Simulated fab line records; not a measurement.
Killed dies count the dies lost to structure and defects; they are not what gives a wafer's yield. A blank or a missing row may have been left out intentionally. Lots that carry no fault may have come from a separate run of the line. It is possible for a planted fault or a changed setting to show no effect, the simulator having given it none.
What tool caused it?	flow nand_harc	72 wafers from 24 lots sampled at 4 of the route's 1302 steps

WHAT THE GAUGES READ, wafer by wafer
NHARC_P_CONTACT_OVL_MEAS_13.
lot	measured	on	overlay_x_nm (nm)	overlay_y_nm (nm)
L074	day 5 02:23	overlay-02	1.2 1.8 1.5	-2.4 -2.1 -2.2
L075	day 5 06:28	overlay-02	0.8 1.0 1.1	-0.6 -0.6 -0.9
L076	day 5 15:45	overlay-01	0.6 1.1 0.6	-1.0 -1.1 -0.4
L078	day 6 13:46	overlay-01	0.1 0.4 0.4	-0.2 -0.4 -0.5
L077	day 7 07:15	overlay-02	0.0 0.2 0.2	1.6 0.6 1.2
L079	day 6 19:26	overlay-01	0.6 0.8 1.0	0.1 0.4 1.0
L080	day 7 12:13	overlay-01	-0.2 0.6 0.2	0.6 0.0 -0.1
L081	day 8 01:26	overlay-01	-0.5 -0.6 -0.5	0.3 0.0 0.3
L082	day 8 02:10	overlay-01	-0.3 -0.3 -0.5	1.4 1.8 1.4
L083	day 8 23:22	overlay-02	-1.3 -1.4 -1.6	-0.1 -0.4 0.1
L084	day 9 05:03	overlay-02	0.4 0.9 0.5	-0.4 -0.4 0.0
L085	day 9 08:58	overlay-01	-0.1 0.5 0.7	0.3 0.7 0.0
L086	day 9 22:36	overlay-01	1.3 0.9 1.2	0.0 0.0 0.4
L087	day 10 07:04	overlay-01	-0.6 0.1 -0.5	0.3 0.5 0.3
L088	day 10 19:13	overlay-02	1.7 2.0 1.8	-0.1 0.0 0.2
L089	day 10 23:12	overlay-02	-0.6 -0.1 -0.2	-0.5 -0.8 -0.7
L090	day 11 15:26	overlay-02	-0.5 -0.7 0.0	0.4 1.0 0.5
L091	day 12 07:19	overlay-01	0.4 0.4 0.1	-0.9 -0.9 -1.2
L092	day 12 12:22	overlay-02	0.9 1.2 1.3	-1.3 -1.1 -1.2
L093	day 13 03:26	overlay-01	0.6 0.1 0.3	-0.6 -0.6 -0.2
L094	day 13 03:04	overlay-02	0.8 0.9 0.6	0.9 1.1 0.8
L095	day 13 20:50	overlay-01	0.6 0.7 0.2	-0.1 0.1 -0.8
L096	day 14 02:06	overlay-02	0.5 0.3 0.4	-0.4 -0.5 -0.3
L097	day 14 08:45	overlay-02	-0.1 -0.6 0.5	0.5 0.5 0.8

WHAT TOOL EACH LOT RAN ON (gives the tool, then ch and the chambers of the sampled wafers, and finally the start)
lot	NHARC_P_GATE_DESCUM_13	NHARC_P_GATE_DESCUM_48	NHARC_P_GATE_STRIP_111
L074	rie_diel-10 ch 0,1, day 3 16:29	rie_diel-10 ch 0,1,3, day 4 18:21	plasma_asher-01 ch 1, day 4 18:50
L075	rie_diel-03 ch 1,2, day 3 20:38	rie_diel-05 ch 1,2,3, day 4 22:32	plasma_asher-01 ch 0,1, day 4 23:02
L076	rie_diel-05 ch 0,1,2, day 4 04:49	rie_diel-10 ch 0,2, day 5 07:45	plasma_asher-01 ch 0,1, day 5 08:10
L078	rie_diel-03 ch 0,1,2, day 4 23:43	rie_diel-10 ch 0,1, day 6 05:21	plasma_asher-01 ch 0,1, day 6 05:43
L077	rie_diel-10 ch 1,2, day 4 23:44	rie_diel-03 ch 1,3, day 6 04:35	plasma_asher-02 ch 0,1, day 6 05:11
L079	rie_diel-05 ch 1,2, day 5 08:24	rie_diel-10 ch 1,3, day 6 11:04	plasma_asher-02 ch 1, day 6 11:29
L080	rie_diel-03 ch 0,1,3, day 5 23:58	rie_diel-05 ch 1,2,3, day 7 04:06	plasma_asher-02 ch 0,1, day 7 04:28
L081	rie_diel-05 ch 0,3, day 6 14:44	rie_diel-05 ch 0,1,2, day 7 17:37	plasma_asher-01 ch 0,1, day 7 18:01
L082	rie_diel-03 ch 1,2,3, day 6 14:47	rie_diel-10 ch 0,1,3, day 7 18:05	plasma_asher-02 ch 0,1, day 7 18:30
L083	rie_diel-05 ch 0,2, day 7 07:55	rie_diel-10 ch 0,1,2, day 8 15:33	plasma_asher-02 ch 0,1, day 8 15:53
L084	rie_diel-10 ch 1,2,3, day 7 14:32	rie_diel-10 ch 0,2,3, day 8 20:57	plasma_asher-02 ch 0,1, day 8 21:19
L085	rie_diel-10 ch 0,2,3, day 7 19:53	rie_diel-03 ch 0,2,3, day 9 01:01	plasma_asher-01 ch 0,1, day 9 01:22
L086	rie_diel-10 ch 1,2,3, day 8 08:20	rie_diel-10 ch 1,2,3, day 9 14:16	plasma_asher-01 ch 0, day 9 14:41
L087	rie_diel-10 ch 1,2,3, day 8 21:08	rie_diel-10 ch 0,1,3, day 9 23:03	plasma_asher-02 ch 0,1, day 9 23:25
L088	rie_diel-05 ch 2,3, day 9 08:20	rie_diel-05 ch 0,1,3, day 10 10:53	plasma_asher-01 ch 0,1, day 10 11:15
L089	rie_diel-10 ch 0,1, day 9 12:37	rie_diel-10 ch 0,3, day 10 15:09	plasma_asher-01 ch 0,1, day 10 15:36
L090	rie_diel-03 ch 0,1, day 10 02:29	rie_diel-10 ch 2,3, day 11 07:20	plasma_asher-01 ch 0,1, day 11 07:49
L091	rie_diel-05 ch 0,3, day 10 17:35	rie_diel-10 ch 1,2,3, day 11 23:19	plasma_asher-02 ch 0,1, day 11 23:41
L092	rie_diel-03 ch 0,1,3, day 11 01:34	rie_diel-03 ch 1,2, day 12 04:20	plasma_asher-02 ch 0,1, day 12 04:51
L093	rie_diel-10 ch 0,2,3, day 11 14:54	rie_diel-10 ch 1,2,3, day 12 19:14	plasma_asher-01 ch 0,1, day 12 19:40
L094	rie_diel-05 ch 0,1,3, day 11 15:05	rie_diel-03 ch 1,2,3, day 12 18:52	plasma_asher-02 ch 0,1, day 12 19:20
L095	rie_diel-10 ch 0,2,3, day 12 04:55	rie_diel-03 ch 0,1,2, day 13 12:52	plasma_asher-01 ch 0,1, day 13 13:16
L096	rie_diel-10 ch 0,2,3, day 12 15:53	rie_diel-10 ch 1,2,3, day 13 17:40	plasma_asher-02 ch 0,1, day 13 18:02
L097	rie_diel-10 ch 0,1,3, day 12 22:26	rie_diel-10 ch 0,2,3, day 14 00:41	plasma_asher-02 ch 0,1, day 14 01:02
- NHARC_P_GATE_DESCUM_13: chemistry O2, time 3 s.
- NHARC_P_GATE_DESCUM_48: chemistry O2, time 3 s.
- NHARC_P_GATE_STRIP_111: strips in N2/H2, time 250 s.

AS READ BY THE TOOLS THEMSELVES (means over the sampled wafers that have a number; for cases with no such wafer, the mark the record gives instead)
NHARC_P_GATE_DESCUM_13.
lot	tool	chamber_pressure_mTorr (mTorr)	drypump_motor_current_A (A)	o2_flow_sccm (sccm)	oes_product_au (a.u.)	rf_vpp_V (V)	showerhead_plenum_p_Torr (Torr)	throttle_valve_pct (%)
L074	rie_diel-10	59.96	6.5	200.8	1.009	58.0	1.96	11.312
L075	rie_diel-03	59.99	5.2	200.2	1.005	57.5	2.01	11.319
L076	rie_diel-05	59.97	5.9	199.6	1.007	57.0	1.94	11.307
L078	rie_diel-03	60.03	5.2	200.2	0.999	58.3	1.99	11.308
L077	rie_diel-10	59.95	5.7	199.4	1.009	57.7	1.88	11.308
L079	rie_diel-05	60.01	5.8	200.0	1.010	58.2	1.98	11.307
L080	rie_diel-03	60.05	5.3	200.5	1.001	57.6	1.98	11.318
L081	rie_diel-05	60.00	5.9	199.9	0.995	58.2	1.93	11.311
L082	rie_diel-03	60.05	5.3	199.7	1.008	57.8	1.96	11.316
L083	rie_diel-05	60.02	5.9	200.1	0.997	57.4	1.95	11.305
L084	rie_diel-10	60.00	6.0	199.8	0.993	57.6	1.92	11.308
L085	rie_diel-10	60.03	6.0	199.8	0.999	57.7	1.88	11.320
L086	rie_diel-10	60.05	6.0	199.8	1.002	58.0	1.92	11.323
L087	rie_diel-10	60.02	6.0	200.1	1.006	58.0	1.91	11.315
L088	rie_diel-05	60.00	5.8	200.6	1.004	58.1	1.98	11.305
L089	rie_diel-10	59.98	6.5	200.0	1.001	57.6	1.92	11.313
L090	rie_diel-03	59.98	5.3	200.3	0.991	58.4	2.01	11.322
L091	rie_diel-05	60.02	5.9	200.1	0.998	57.9	1.92	11.313
L092	rie_diel-03	59.94	5.3	200.2	1.003	57.9	1.97	11.308
L093	rie_diel-10	59.99	6.0	199.7	1.002	57.0	1.88	11.311
L094	rie_diel-05	60.01	5.9	199.1	0.996	58.2	1.93	11.315
L095	rie_diel-10	59.95	6.0	199.9	1.003	57.3	1.88	11.311
L096	rie_diel-10	60.04	6.0	200.1	1.000	57.7	1.88	11.305
L097	rie_diel-10	60.02	6.4	200.4	0.989	57.8	1.93	11.301

NHARC_P_GATE_DESCUM_48.
lot	tool	chamber_pressure_mTorr (mTorr)	drypump_motor_current_A (A)	o2_flow_sccm (sccm)	oes_product_au (a.u.)	rf_vpp_V (V)	showerhead_plenum_p_Torr (Torr)	throttle_valve_pct (%)
L074	rie_diel-10	59.93	6.4	199.8	1.011	57.7	1.94	11.299
L075	rie_diel-05	59.99	5.8	200.0	0.998	58.8	1.98	11.307
L076	rie_diel-10	59.99	5.7	200.7	1.011	57.4	1.85	11.311
L078	rie_diel-10	60.03	6.6	200.1	1.004	58.3	1.92	11.309
L077	rie_diel-03	60.02	5.3	200.5	1.005	57.4	1.99	11.315
L079	rie_diel-10	60.02	6.3	200.1	0.999	57.9	1.95	11.312
L080	rie_diel-05	59.96	5.8	199.7	1.007	58.4	1.98	11.314
L081	rie_diel-05	59.93	5.9	200.0	0.997	57.2	1.94	11.315
L082	rie_diel-10	59.96	6.4	200.0	1.000	58.2	1.94	11.309
L083	rie_diel-10	60.00	6.1	199.8	1.002	57.3	1.90	11.309
L084	rie_diel-10	59.99	6.0	200.3	1.004	57.9	1.88	11.312
L085	rie_diel-03	59.98	5.3	200.1	1.000	58.2	1.94	11.308
L086	rie_diel-10	59.94	6.0	200.2	1.003	58.3	1.91	11.317
L087	rie_diel-10	60.00	6.4	200.0	1.007	57.3	1.93	11.308
L088	rie_diel-05	60.00	5.9	199.9	1.008	57.0	1.93	11.311
L089	rie_diel-10	60.02	6.3	199.9	0.991	57.7	1.92	11.316
L090	rie_diel-10	60.02	5.9	199.9	1.003	56.3	1.89	11.312
L091	rie_diel-10	59.97	6.0	200.2	1.002	58.0	1.91	11.308
L092	rie_diel-03	59.98	5.2	200.1	0.997	58.0	2.00	11.316
L093	rie_diel-10	59.97	6.0	199.8	0.992	58.2	1.91	11.315
L094	rie_diel-03	60.09	5.3	200.1	0.991	57.6	1.95	11.316
L095	rie_diel-03	60.03	5.2	199.5	1.010	58.4	1.99	11.306
L096	rie_diel-10	59.98	6.0	200.8	0.998	57.9	1.91	11.315
L097	rie_diel-10	60.00	6.0	199.7	0.996	58.1	1.88	11.314

NHARC_P_GATE_STRIP_111.
lot	tool	drypump_motor_current_A (A)	heater_power_w (W)
L074	plasma_asher-01	5.2	85
L075	plasma_asher-01	5.3	91
L076	plasma_asher-01	5.5	94
L078	plasma_asher-01	5.5	96
L077	plasma_asher-02	6.2	85
L079	plasma_asher-02	6.2	99
L080	plasma_asher-02	6.2	92
L081	plasma_asher-01	5.3	89
L082	plasma_asher-02	6.1	91
L083	plasma_asher-02	6.1	91
L084	plasma_asher-02	6.2	85
L085	plasma_asher-01	5.5	91
L086	plasma_asher-01	5.6	92
L087	plasma_asher-02	6.2	84
L088	plasma_asher-01	5.3	88
L089	plasma_asher-01	5.3	88
L090	plasma_asher-01	5.3	89
L091	plasma_asher-02	6.2	88
L092	plasma_asher-02	6.1	89
L093	plasma_asher-01	5.3	90
L094	plasma_asher-02	6.2	88
L095	plasma_asher-01	5.5	91
L096	plasma_asher-02	6.2	84
L097	plasma_asher-02	6.2	84

THE ANSWER, worked out from the rows above alone
Rule: the lots themselves supply what counts as usual. The widest of any qualifying gaps counts: lots, ordered by their means at a reading, are off when they make up no more than a third of the lots, leave a main group of 4 or more, and stand apart from it by 3 or more times the standard deviation of that group's means. If all means in a main group match to the digits the tables above print for the reading, that group is not used. Also off: a lot with no number at a reading for which 4 or more lots have one. All remaining lots with rows at the step are treated as sound. First the gauges in route order, then the tools' own readings, where a lot's mean is used as printed above. At the first step where some lot is off, the reading lying furthest off is the one used; lots without a number count as furthest.
None of the lots is off at any reading shown; this tells nothing.

WHAT WAS PUT IN BY THE SIMULATOR
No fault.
